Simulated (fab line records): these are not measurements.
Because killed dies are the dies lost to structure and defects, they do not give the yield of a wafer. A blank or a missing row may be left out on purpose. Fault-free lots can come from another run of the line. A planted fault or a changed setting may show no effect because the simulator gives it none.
fab line records | flow n5_finfet | part 1 of 2: steps 1 to 4 of 6
record: lots: 16 wafers: 48 last_day: 18
route steps=1938 shown BEOL_M4@1111 BEOL_M5@1132 BEOL_M6@1198
lots that met no fault: from a run of the same line without faults
start_h: hours from the record's opening day to when the first of the lot's shown wafers began | wait_h: time in hours since the lot's previous step | " as in the row above | L1.1+2: one row covering several wafers at once | - no value present, or no start provided | * or withheld: withheld | < > ~ a bound
route shown NAME@n: names a module that has steps shown in the file, with the first one's number in the route | usual: the fault-free wafers' mean and standard deviation | same: alike in all rows | chamber/n: place in a boat | sites: each site's reading | _std_site: the values' standard deviation | _edge_site: outer sites' mean less inner sites' | radius_mm: how far each site lies from the wafer's centre | mask NAME#n: copy n | behind: the last tool/chamber to shape the wafer | hold: why the lot was held/for how many hours/how that ended | device: which transistor (n, p or np) failed to switch | end of line: the route-end tests of the same wafers | a step given without rows: its recipe and nothing more | killed: count of dies lost to structure and defects at first sort (not the wafer's yield) | map: dies across one wafer; x = killed, . = not, _ = none there
set.NAME: the setting that was run; set.NAME@STEP: the one run at that earlier step | model.NAME: the simulator's own value behind a step, which no gauge read
steps of the route over a sample of lots; a table a step, a row a wafer
services: a tool's chamber out of use, with start hour (start_h, from the record's first day; less than 0 if before it), hours out, and reason
== steps ==
step: N5_BEOL_M4_RC_MEAS_101
usual: DIBL_N: 35.6/1.7 DIBL_P: 35.0/2 IOFF_N: 0.148/0.027 IOFF_P: 0.19/0.032 ION_N: 671/14 ION_P: 460/9.1 SS_N: 71.3/0.62 SS_P: 73.0/0.64 VT_N: 251/3.2 VT_P: -251.5/2.9
columns lot.wafer tool chamber start_h wait_h DIBL_N[mV/V] DIBL_P[mV/V] IOFF_N[nA/um] IOFF_P[nA/um] ION_N[uA/um] ION_P[uA/um] SS_N[mV/dec] SS_P[mV/dec] VT_N[mV] VT_P[mV]
L074.3 prober-02 0 200.09 0.3 36.1 37.1 0.174 0.20 701 470 71.1 73.9 248 -252.5
L074.4 " 0 " " 35.4 37.2 0.150 0.19 673 460 70.9 73.9 252 -249.9
L074.5 " 0 " " 35.2 35.8 0.148 0.17 678 464 71.2 73.1 251 -251.1
L076.1 prober-01 0 205.35 0.0 33.6 31.9 0.105 0.15 636 438 70.7 72.2 258 -257.1
L076.2 " 0 " " 34.8 34.4 0.125 0.18 660 452 70.5 73.2 251 -251.7
L076.5 " 0 " " 35.2 33.7 0.122 0.17 650 452 70.6 72.0 254 -253.8
L077.1 prober-01 0 207.20 0.0 38.2 38.9 0.168 0.20 692 473 72.1 73.6 250 -252.7
L077.3 " 0 " " 38.3 39.4 0.180 0.22 685 466 71.9 73.4 248 -253.7
L077.6 " 0 " " 37.6 38.2 0.164 0.20 687 465 71.9 73.0 249 -252.6
L080.1 prober-01 0 212.19 0.0 37.5 37.9 0.188 0.22 657 449 72.2 73.4 248 -249.2
L080.4 " 0 " " 34.9 35.3 0.137 0.19 666 460 71.2 72.9 252 -252.1
L080.5 " 0 " " 35.0 32.8 0.124 0.15 633 436 71.7 72.5 254 -258.2
L081.1 prober-02 0 215.61 0.0 37.1 36.6 0.197 0.23 695 472 71.7 73.7 245 -246.6
L081.3 " 0 " " 34.2 32.5 0.137 0.17 684 469 70.8 72.0 249 -251.2
L081.6 " 0 " " 34.7 33.0 0.146 0.17 683 461 71.3 72.5 249 -253.8
L082.1 prober-02 0 217.39 0.0 35.7 34.8 0.150 0.21 679 469 71.5 72.9 251 -249.0
L082.4 " 0 " " 35.9 36.2 0.157 0.23 663 458 71.7 73.0 250 -249.4
L082.5 " 0 " " 35.4 35.7 0.155 0.22 680 465 71.7 72.7 249 -250.6
L078.1 prober-01 0 244.91 0.0 33.9 34.3 0.132 0.17 655 446 70.6 72.2 255 -254.2
L078.4 " 0 " " 31.4 32.1 0.109 0.15 667 453 70.2 71.5 253 -253.2
L078.5 " 0 " " 32.5 33.4 0.121 0.16 668 458 70.2 72.0 252 -253.3
L084.2 prober-01 0 249.09 0.6 34.4 36.7 0.149 0.25 679 471 71.1 74.1 249 -246.7
L084.5 " 0 " " 31.1 31.3 0.094 0.16 650 460 71.0 71.8 257 -249.5
L084.6 " 0 " " 35.0 36.3 0.163 0.24 687 472 71.4 73.4 248 -247.2
L086.2 prober-02 0 253.14 0.2 36.1 36.8 0.198 0.24 690 472 71.4 74.1 244 -246.3
L086.3 " 0 " " 34.2 34.5 0.147 0.21 670 464 71.4 73.5 250 -245.1
L086.6 " 0 " " 33.9 33.6 0.139 0.19 672 457 71.4 72.5 249 -250.3
L087.3 prober-01 0 275.81 0.3 34.1 32.5 0.126 0.17 673 468 70.2 72.2 252 -252.6
L087.4 " 0 " " 36.7 35.3 0.179 0.22 701 476 70.7 73.4 244 -248.5
L087.5 " 0 " " 35.3 33.7 0.135 0.19 669 463 70.7 72.8 251 -252.8
L088.1 prober-02 0 276.91 0.0 36.1 33.6 0.120 0.15 658 447 70.7 72.9 255 -255.7
L088.2 " 0 " " 38.8 36.7 0.158 0.19 668 450 70.9 74.1 253 -254.5
L088.3 " 0 " " 38.5 36.0 0.165 0.19 660 447 72.1 73.2 252 -252.7
L090.1 prober-02 0 281.83 0.0 35.9 36.6 0.155 0.21 679 463 71.0 73.1 251 -250.7
L090.2 " 0 " " 38.4 38.6 0.197 0.24 670 449 71.7 73.7 247 -249.5
L090.6 " 0 " " 35.4 34.7 0.136 0.18 680 463 70.7 72.6 254 -251.3
L092.2 prober-01 0 296.66 0.2 34.2 33.0 0.118 0.15 657 449 70.2 72.0 253 -255.5
L092.4 " 0 " " 36.4 35.6 0.160 0.19 690 466 71.7 72.1 248 -253.0
L092.6 " 0 " " 36.4 35.6 0.148 0.18 669 454 70.8 72.8 253 -252.2
L091.1 prober-02 0 298.58 0.0 35.0 32.2 0.118 0.14 656 448 70.8 72.2 253 -256.9
L091.4 " 0 " " 37.1 34.9 0.149 0.17 654 444 71.8 72.8 253 -253.6
L091.5 " 0 " " 35.3 33.1 0.121 0.15 657 449 71.0 72.8 255 -253.0
L094.1 prober-02 0 305.23 0.0 36.7 35.9 0.157 0.22 692 478 71.1 72.7 247 -249.6
L094.2 " 0 " " 35.5 34.2 0.119 0.18 662 458 70.5 72.3 253 -251.4
L094.4 " 0 " " 40.2 40.5 0.222 0.30 692 475 72.3 73.4 247 -244.4
L096.1 prober-01 0 322.01 0.0 37.0 37.4 0.156 0.22 677 472 71.3 73.3 250 -251.2
L096.3 " 0 " " 36.2 35.8 0.144 0.18 680 464 71.2 72.3 251 -253.6
L096.5 " 0 " " 34.6 33.7 0.120 0.16 668 462 69.9 72.6 254 -252.9
step: N5_BEOL_M5_ETCH_62
recipe: chemistry: N2/H2 target: SOC target_depth_a: 750 overetch_a: 150 mask_material: SiARC temp_c: 40 time_s: 112.5 ion_energy_ev: 200 pressure_mtorr: 30 source_w: 840 bias_w: 150 n2_flow_sccm: 200 h2_flow_sccm: 200
usual: bias_w: 150.0/0.48 drypump_motor_current_A: 5.6/0.31 n2_flow_sccm: 199.9/0.55 oes_product_au: 0.62/0.079 rf_vpp_V: 523.6/2.5 showerhead_plenum_p_Torr: 2.54/0.089 temp_c: 39.99/0.11 throttle_valve_pct: 17.81/0.22
columns lot.wafer tool chamber start_h wait_h bias_w drypump_motor_current_A n2_flow_sccm oes_product_au rf_hours_counter_h rf_vpp_V showerhead_plenum_p_Torr temp_c throttle_valve_pct
L074.3 rie_diel-02 0 202.62 0.0 149.3 5.3 199.8 0.58 188 520.4 2.43 39.94 17.90
L074.4 " 0 " " 150.1 5.3 200.3 0.57 - 520.2 2.43 39.81 17.91
L074.5 " 1 " " 150.1 5.8 199.3 0.53 - 527.3 2.62 40.07 17.87
L076.1 rie_diel-05 1 207.99 0.0 150.4 5.1 200.7 0.67 48 526.5 2.58 40.03 17.58
L076.2 " 3 " " 149.7 6.3 199.6 0.74 11 528.3 2.72 39.97 17.90
L076.5 " 0 " " 150.0 5.3 199.5 0.57 - 523.4 2.52 40.06 17.66
L077.1 rie_diel-04 0 211.95 0.0 150.3 5.7 199.3 0.57 194 522.7 2.51 40.03 18.07
L077.3 " 1 " " 150.0 6.0 200.0 0.57 180 525.3 2.66 39.84 17.90
L077.6 " 1 " " 150.4 5.9 200.3 0.57 - 526.0 2.66 39.85 17.89
L080.1 rie_diel-02 0 217.19 0.0 148.7 5.3 200.5 0.58 193 521.7 2.43 40.17 17.92
L080.4 " 3 " " 149.7 5.5 200.4 0.75 - 522.5 2.49 39.93 17.80
L080.5 " 0 " " 149.2 5.3 199.8 0.57 - 521.8 2.43 39.98 17.93
L081.1 rie_diel-04 3 218.17 0.0 149.2 5.5 200.1 0.55 230 519.0 2.41 40.07 18.15
L081.3 " 0 " " 149.7 5.7 199.2 0.57 196 522.8 2.51 40.10 18.07
L081.6 " 3 " " 149.6 5.5 200.9 0.56 - 518.1 2.41 39.92 18.15
L082.1 rie_diel-04 3 221.56 0.0 150.4 5.5 199.7 0.56 231 519.9 2.41 40.03 18.17
L082.4 " 2 " " 150.3 5.8 200.4 0.75 4 523.2 2.51 40.16 17.54
L082.5 " 2 " " 150.2 5.8 200.6 0.75 - 523.3 2.51 40.12 17.54
L078.1 rie_diel-04 1 248.42 0.0 150.7 5.9 199.9 0.57 188 525.8 2.65 39.76 17.90
L078.4 " 0 " " 150.2 5.7 200.6 0.56 - 522.8 2.51 40.10 18.09
L078.5 " 3 " " 149.9 5.5 200.5 0.55 - 519.1 2.41 40.12 18.18
L084.2 rie_diel-04 3 251.70 0.0 150.6 5.5 199.8 0.55 238 519.5 2.40 39.93 18.17
L084.5 " 2 " " 150.2 5.8 200.0 0.74 - 521.8 2.51 39.88 17.54
L084.6 " 3 " " 150.2 5.5 200.3 0.56 - 520.0 2.40 40.15 18.17
L086.2 rie_diel-04 1 258.85 0.0 150.4 5.9 199.9 0.56 191 525.5 2.65 39.96 17.89
L086.3 " 2 " " 150.2 5.7 199.8 0.73 9 522.1 2.51 40.03 17.57
L086.6 " 0 " " 149.5 5.7 199.8 0.56 - 523.0 2.51 40.13 18.09
L087.3 rie_diel-02 2 279.85 0.0 150.0 5.7 199.8 0.73 15 524.6 2.61 40.07 17.60
L087.4 " 3 " " 150.0 5.5 199.5 0.71 15 522.9 2.48 39.89 17.81
L087.5 " 3 " " 149.3 5.5 199.2 0.71 - 522.4 2.48 40.03 17.80
L088.1 rie_diel-02 0 280.07 0.0 150.7 5.3 200.2 0.57 210 521.2 2.42 40.03 17.95
L088.2 " 1 " " 149.5 5.9 199.8 0.74 7 524.6 2.62 40.00 17.41
L088.3 " 3 " " 149.9 5.5 200.3 0.71 15 522.2 2.48 40.05 17.82
L090.1 rie_diel-05 3 285.22 0.0 150.0 6.3 199.4 0.72 27 525.7 2.72 40.11 17.93
L090.2 " 2 " " 149.5 5.9 200.8 0.57 181 525.1 2.52 40.14 17.57
L090.6 " 3 " " 150.1 6.3 199.6 0.71 - 528.8 2.72 39.96 17.91
L092.2 rie_diel-02 1 300.64 0.0 150.4 5.9 200.3 0.72 14 525.1 2.61 39.98 17.40
L092.4 " 0 " " 149.4 5.3 199.4 0.56 218 519.2 2.42 39.91 17.94
L092.6 " 2 " " 150.3 5.7 199.4 0.71 - 526.1 2.61 40.06 17.64
L091.1 rie_diel-02 1 301.84 0.0 149.9 5.8 200.6 0.72 15 525.7 2.61 40.06 17.41
L091.4 " 3 " " 149.2 5.5 199.4 0.70 24 523.5 2.48 39.97 17.84
L091.5 " 3 " " 150.3 5.5 199.4 0.70 - 522.0 2.48 40.04 17.84
L094.1 rie_diel-04 2 309.44 0.0 151.1 5.7 200.3 0.70 24 523.2 2.50 39.97 17.58
L094.2 " 1 " " 149.3 5.9 200.2 0.56 207 525.5 2.64 39.86 17.91
L094.4 " 1 " " 149.4 5.9 199.9 0.55 - 527.8 2.64 39.85 17.93
L096.1 rie_diel-05 0 327.22 0.0 150.1 5.3 200.3 0.56 211 522.0 2.50 40.13 17.72
L096.3 " 1 " " 149.8 5.1 199.0 0.63 77 525.1 2.57 39.84 17.64
L096.5 " 1 " " 149.5 5.1 198.5 0.64 - 523.4 2.57 39.86 17.62
step: N5_BEOL_M5_DESCUM_33
recipe: chemistry: O2 time_s: 7 source_power_w: 50 bias_power_w: 20 pressure_mtorr: 20 rf_frequency_hz: 2.712e+07 temp_c: 40 resist: CAR-EUV o2_flow_sccm: 225
usual: drypump_motor_current_A: 5.66/0.28 oes_product_au: 0.78/0.1 rf_vpp_V: 243.0/1.2 showerhead_plenum_p_Torr: 2.08/0.066 temp_c: 40.02/0.11 throttle_valve_pct: 20.39/0.28
columns lot.wafer tool chamber start_h wait_h drypump_motor_current_A oes_product_au rf_hours_counter_h rf_vpp_V showerhead_plenum_p_Torr temp_c throttle_valve_pct
L074.3 rie_diel-02 0 205.67 0.0 5.31 0.72 189 242.6 2.00 40.01 20.51
L074.4 " 1 " " 5.85 0.67 - 243.6 2.16 39.72 20.52
L074.5 " 2 " " 5.62 0.67 - 243.1 2.14 40.07 20.44
L076.1 rie_diel-02 0 211.16 0.0 5.29 0.72 191 241.6 1.99 39.84 20.52
L076.2 " 1 " " 5.84 0.67 246 244.2 2.16 39.94 20.54
L076.5 " 3 " " 5.47 0.96 - 240.9 2.04 40.00 20.42
L077.1 rie_diel-04 3 216.61 0.0 5.49 0.71 229 241.0 1.99 40.07 20.79
L077.3 " 0 " " 5.68 0.71 195 243.9 2.08 40.03 20.84
L077.6 " 2 " " 5.71 0.96 - 242.3 2.05 40.11 19.97
L081.1 rie_diel-04 3 220.40 0.0 5.50 0.70 230 242.2 1.98 40.07 20.78
L081.3 " 0 " " 5.71 0.71 196 242.5 2.08 40.04 20.83
L081.6 " 3 " " 5.49 0.70 - 242.4 1.99 40.03 20.79
L082.1 rie_diel-04 3 223.36 0.0 5.50 0.70 231 241.1 1.98 40.06 20.79
L082.4 " 1 " " 5.91 0.73 182 245.3 2.15 40.15 20.25
L082.5 " 1 " " 5.93 0.74 - 244.7 2.15 40.20 20.23
L080.1 rie_diel-04 3 223.79 0.0 5.50 0.70 231 240.6 1.98 40.03 20.79
L080.4 " 2 " " 5.75 0.96 4 243.5 2.05 40.05 19.97
L080.5 " 0 " " 5.71 0.70 - 243.2 2.08 40.14 20.85
L078.1 rie_diel-02 2 249.71 0.0 5.70 0.94 6 242.5 2.13 40.09 20.01
L078.4 " 0 " " 5.28 0.72 - 241.1 1.99 39.97 20.50
L078.5 " 3 " " 5.50 0.92 - 242.3 2.04 39.90 20.43
L084.2 rie_diel-05 1 252.68 0.1 5.12 0.84 56 243.0 2.13 39.86 20.26
L084.5 " 1 " " 5.11 0.83 - 243.8 2.13 39.93 20.25
L084.6 " 0 " " 5.34 0.71 - 242.5 2.06 40.07 20.24
L086.2 rie_diel-04 0 260.24 0.0 5.69 0.71 206 242.6 2.07 40.12 20.86
L086.3 " 3 " " 5.48 0.69 239 241.2 1.98 40.15 20.79
L086.6 " 1 " " 5.93 0.73 - 242.8 2.15 40.05 20.25
L087.3 rie_diel-04 1 282.08 0.2 5.94 0.72 197 243.7 2.14 40.06 20.24
L087.4 " 3 " " 5.49 0.69 245 242.1 1.98 40.12 20.81
L087.5 " 3 " " 5.50 0.69 - 240.3 1.98 40.16 20.80
L088.1 rie_diel-05 3 282.16 0.2 6.32 0.90 26 245.4 2.22 39.81 20.43
L088.2 " 2 " " 5.87 0.72 180 242.0 2.07 40.12 20.22
L088.3 " 1 " " 5.12 0.81 63 243.2 2.13 39.96 20.27
L090.1 rie_diel-04 0 288.74 0.0 5.72 0.69 213 243.9 2.07 40.04 20.88
L090.2 " 1 " " 5.93 0.72 199 244.2 2.14 39.97 20.26
L090.6 " 0 " " 5.70 0.70 - 243.7 2.07 40.01 20.89
L091.1 rie_diel-02 3 303.85 0.0 5.49 0.88 24 242.3 2.03 40.16 20.44
L091.4 " 1 " " 5.85 0.91 15 244.5 2.15 40.03 20.09
L091.5 " 3 " " 5.47 0.89 - 241.9 2.03 40.25 20.44
L092.2 rie_diel-04 2 303.90 0.0 5.79 0.91 22 242.0 2.04 40.06 20.00
L092.4 " 1 " " 5.92 0.71 - 243.0 2.14 40.08 20.27
L092.6 " 0 " " 5.67 0.69 - 242.5 2.07 39.88 20.89
L094.1 rie_diel-05 0 310.95 0.0 5.31 0.70 205 243.8 2.05 39.99 20.24
L094.2 " 2 " " 5.90 0.71 189 242.9 2.07 39.95 20.24
L094.4 " 1 " " 5.14 0.81 72 245.2 2.12 40.16 20.28
L096.1 rie_diel-04 0 328.70 0.4 5.67 0.69 228 243.1 2.07 39.83 20.90
L096.3 " 2 " " 5.76 0.88 32 243.6 2.04 40.00 20.03
L096.5 " 1 " " 5.90 0.70 - 243.5 2.14 39.95 20.28
step: N5_BEOL_M5_STRIP_36
recipe: chemistry: N2/H2 power_w: 450 temp_c: 40 pressure_mtorr: 20 rf_frequency_hz: 6e+07 overash_fraction: 0.3 bias_power_w: 7 h2_frac: 0.5 n2_flow_sccm: 200 h2_flow_sccm: 200
usual: drypump_motor_current_A: 5.67/0.29 n2_flow_sccm: 200.1/0.71 oes_product_au: 0.78/0.1 rf_vpp_V: 59.1/1.5 showerhead_plenum_p_Torr: 2.54/0.087 temp_c: 40.01/0.12 throttle_valve_pct: 23.64/0.2
columns lot.wafer tool chamber start_h wait_h drypump_motor_current_A n2_flow_sccm oes_product_au rf_hours_counter_h rf_vpp_V showerhead_plenum_p_Torr temp_c throttle_valve_pct
L074.3 rie_diel-02 0 205.90 0.0 5.33 200.1 0.72 189 58.0 2.43 39.86 23.58
L074.4 " 1 " " 5.87 200.1 0.67 - 58.7 2.62 40.07 23.66
L074.5 " 2 " " 5.69 200.1 0.67 - 57.5 2.62 39.76 24.03
L076.1 rie_diel-02 0 211.39 0.0 5.28 200.2 0.72 191 59.7 2.43 40.11 23.58
L076.2 " 1 " " 5.82 200.2 0.67 246 62.3 2.62 40.03 23.66
L076.5 " 3 " " 5.44 201.1 0.95 - 56.2 2.49 39.99 23.73
L077.1 rie_diel-04 3 216.84 0.0 5.49 199.7 0.71 229 55.9 2.40 39.92 23.87
L077.3 " 0 " " 5.68 199.3 0.72 195 61.2 2.51 39.82 23.81
L077.6 " 2 " " 5.79 201.6 0.97 - 58.1 2.51 40.05 23.49
L081.1 rie_diel-04 3 220.62 0.0 5.50 198.7 0.70 230 58.1 2.40 39.94 23.89
L081.3 " 0 " " 5.71 200.4 0.71 196 59.2 2.51 40.16 23.82
L081.6 " 3 " " 5.53 198.9 0.71 - 57.5 2.40 39.88 23.87
L082.1 rie_diel-04 3 223.58 0.0 5.50 198.6 0.71 231 58.9 2.40 40.28 23.88
L082.4 " 1 " " 5.98 200.6 0.73 182 60.3 2.65 40.06 23.77
L082.5 " 1 " " 5.95 200.8 0.73 - 59.6 2.65 40.04 23.80
L080.1 rie_diel-04 3 224.02 0.0 5.48 199.1 0.69 231 58.7 2.40 40.05 23.85
L080.4 " 2 " " 5.76 200.5 0.95 4 59.5 2.51 40.17 23.49
L080.5 " 0 " " 5.70 200.2 0.70 - 57.8 2.51 40.16 23.79
L078.1 rie_diel-02 2 249.94 0.0 5.71 199.7 0.95 6 58.6 2.61 40.22 23.64
L078.4 " 0 " " 5.28 200.6 0.71 - 58.6 2.42 40.04 23.60
L078.5 " 3 " " 5.45 199.6 0.92 - 59.4 2.48 39.94 23.75
L084.2 rie_diel-05 1 252.90 0.0 5.11 199.6 0.84 56 57.8 2.57 40.20 23.46
L084.5 " 1 " " 5.12 201.4 0.83 - 56.6 2.57 40.09 23.46
L084.6 " 0 " " 5.32 199.7 0.71 - 59.5 2.51 40.02 23.31
L086.2 rie_diel-04 0 260.46 0.0 5.69 199.6 0.72 206 59.2 2.50 39.99 23.82
L086.3 " 3 " " 5.49 199.9 0.69 239 57.3 2.40 39.92 23.88
L086.6 " 1 " " 5.92 199.8 0.73 - 60.0 2.65 40.10 23.76
L087.3 rie_diel-04 1 282.31 0.0 5.92 200.2 0.72 197 56.9 2.64 40.00 23.81
L087.4 " 3 " " 5.53 201.0 0.69 245 56.6 2.40 39.89 23.88
L087.5 " 3 " " 5.51 200.8 0.69 - 57.5 2.40 39.85 23.89
L088.1 rie_diel-05 3 282.39 0.0 6.32 199.6 0.89 26 59.7 2.71 39.86 23.84
L088.2 " 2 " " 5.91 200.6 0.72 180 59.1 2.51 39.84 23.26
L088.3 " 1 " " 5.10 200.9 0.82 63 59.2 2.57 39.95 23.47
L090.1 rie_diel-04 0 288.97 0.0 5.69 199.4 0.70 213 58.8 2.50 40.12 23.83
L090.2 " 1 " " 5.94 200.4 0.72 199 60.7 2.64 40.02 23.77
L090.6 " 0 " " 5.68 199.2 0.70 - 59.6 2.50 40.07 23.83
L091.1 rie_diel-02 3 304.07 0.0 5.49 200.6 0.89 24 58.3 2.48 40.11 23.76
L091.4 " 1 " " 5.82 200.2 0.91 16 62.6 2.61 39.86 23.20
L091.5 " 3 " " 5.52 200.9 0.90 - 58.5 2.48 39.99 23.77
L092.2 rie_diel-04 2 304.12 0.0 5.73 200.4 0.90 22 58.8 2.50 40.03 23.51
L092.4 " 1 " " 5.93 199.4 0.71 - 58.9 2.64 39.99 23.80
L092.6 " 0 " " 5.69 199.4 0.70 - 57.0 2.50 39.90 23.83
L094.1 rie_diel-05 0 311.17 0.0 5.32 200.1 0.71 205 58.9 2.50 40.21 23.33
L094.2 " 2 " " 5.87 199.8 0.71 189 58.2 2.51 40.09 23.29
L094.4 " 1 " " 5.13 200.0 0.82 72 59.7 2.57 40.17 23.48
L096.1 rie_diel-04 0 328.93 0.0 5.71 201.8 0.68 228 61.0 2.49 40.10 23.86
L096.3 " 2 " " 5.76 200.1 0.89 32 59.4 2.50 40.13 23.50
L096.5 " 1 " " 5.91 200.2 0.70 - 62.2 2.64 40.06 23.82
